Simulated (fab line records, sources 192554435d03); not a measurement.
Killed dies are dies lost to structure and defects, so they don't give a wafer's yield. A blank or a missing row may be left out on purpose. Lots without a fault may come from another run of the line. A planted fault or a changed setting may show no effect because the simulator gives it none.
Chamber matching | flow n5_finfet | N5_SD_EPI_P_ETCH_16 on rie_diel-02: 4 sister chambers
The step etches SiO2 in CHF3/O2, target depth 5 nm. 14 wafers are shown with their chamber, then 7 later ones without.

WAFERS WITH THEIR CHAMBER
wafer  | chamber | showerhead_plenum_p_Torr (Torr) | throttle_valve_pct (%) | rf_vpp_V (V)
L077.1 | 0       | 2.50                            | 19.02                  | 521
L077.3 | 3       | 2.49                            | 18.92                  | 520
L077.4 | 1       | 2.29                            | 19.04                  | 518
L081.1 | 0       | 2.50                            | 19.01                  | 521
L081.3 | 0       | 2.50                            | 19.02                  | 520
L081.6 | 0       | 2.50                            | 19.02                  | 520
L085.3 | 2       | 2.33                            | 18.84                  | 523
L085.4 | 0       | 2.50                            | 19.02                  | 522
L085.5 | 2       | 2.33                            | 18.86                  | 523
L086.4 | 0       | 2.49                            | 19.03                  | 521
L086.5 | 3       | 2.49                            | 18.96                  | 519
L086.6 | 2       | 2.32                            | 18.85                  | 523
L088.2 | 0       | 2.49                            | 19.04                  | 521
L088.4 | 3       | 2.48                            | 18.97                  | 520

SIGNATURES (means of the wafers above)
reading                  | chamber 0 | chamber 1 | chamber 2 | chamber 3 | scatter within a chamber
showerhead_plenum_p_Torr | 2.4971    | 2.2900    | 2.3267    | 2.4867    | 0.00526
throttle_valve_pct       | 19.0229   | 19.0400   | 18.8500   | 18.9500   | 0.0146
rf_vpp_V                 | 520.86    | 518.00    | 523.00    | 519.67    | 0.594
Rule: a wafer's distance from a chamber is the root of the sum, over the readings, of the square of ((its reading less the chamber's mean) divided by the reading's scatter). The wafer belongs to the nearest chamber; if the next one is less than 2 further off, it can't be placed. The scatter: the root of (the sum of the squares of (reading less its chamber's mean) over the shown wafers, divided by (wafers less chambers)).

WAFERS WITHOUT THEIR CHAMBER
wafer  | showerhead_plenum_p_Torr (Torr) | throttle_valve_pct (%) | rf_vpp_V (V)
L088.5 | 2.32                            | 18.87                  | 522
L094.1 | 2.49                            | 19.07                  | 522
L094.2 | 2.57                            | 18.72                  | 527
L094.6 | 2.32                            | 18.89                  | 522
L097.1 | 2.48                            | 19.00                  | 519
L097.4 | 2.57                            | 18.71                  | 526
L097.6 | 2.57                            | 18.70                  | 528

WHICH CHAMBER EACH WENT THROUGH
wafer  | from the rows above     | in truth
L088.5 | 2                       | 2
L094.1 | 0                       | 0
L094.2 | can't be placed: 3 or 0 | 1
L094.6 | 2                       | 2
L097.1 | can't be placed: 3 or 0 | 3
L097.4 | can't be placed: 3 or 0 | 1
L097.6 | can't be placed: 3 or 0 | 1
Placed correctly: 3 of 7. Can't be placed from these rows: 4 (the true chamber is among the candidates in 1). Placed wrongly: 0.
